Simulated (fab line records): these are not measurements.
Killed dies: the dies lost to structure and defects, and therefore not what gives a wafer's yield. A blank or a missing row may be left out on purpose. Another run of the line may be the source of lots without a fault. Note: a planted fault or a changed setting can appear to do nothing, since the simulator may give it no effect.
Chamber matching    flow n5_finfet    3 sister chambers for N5_BEOL_M2_PRE_CLEAN_60 on cvd_co-02
The step time 15 s. 3 wafers are shown with their chamber, then 8 later ones without.

WAFERS WITH THEIR CHAMBER
wafer   chamber  heater_power_w (W)
L153.4  0        80
L156.4  1        120
L158.1  2        61

WAFERS MISSING THEIR CHAMBER
wafer   heater_power_w (W)
L158.4  114
L158.6  62
L160.1  83
L160.3  118
L160.5  82
L163.1  117
L163.2  60
L163.3  84

WHICH CHAMBER EACH ONE RAN IN
wafer   from the rows above  in truth
L158.4  1                    1
L158.6  2                    2
L160.1  0                    0
L160.3  1                    1
L160.5  0                    0
L163.1  1                    1
L163.2  2                    2
L163.3  0                    0
Placed correctly: 8 of 8. Not placeable from these rows: 0. 0 placed wrongly.
How it was worked out, from the rows above alone: a wafer's distance from a chamber is the root of the sum, over the readings, of the square of ((its reading less the chamber's mean) divided by the reading's scatter). The wafer belongs to the nearest chamber; if the next one is less than 2 further off, it can't be placed. For every chamber, the mean is computed from those of its wafers that are shown. The scatter: root of mean squared gap, hidden wafer to nearest shown wafer, with one shown wafer a chamber.
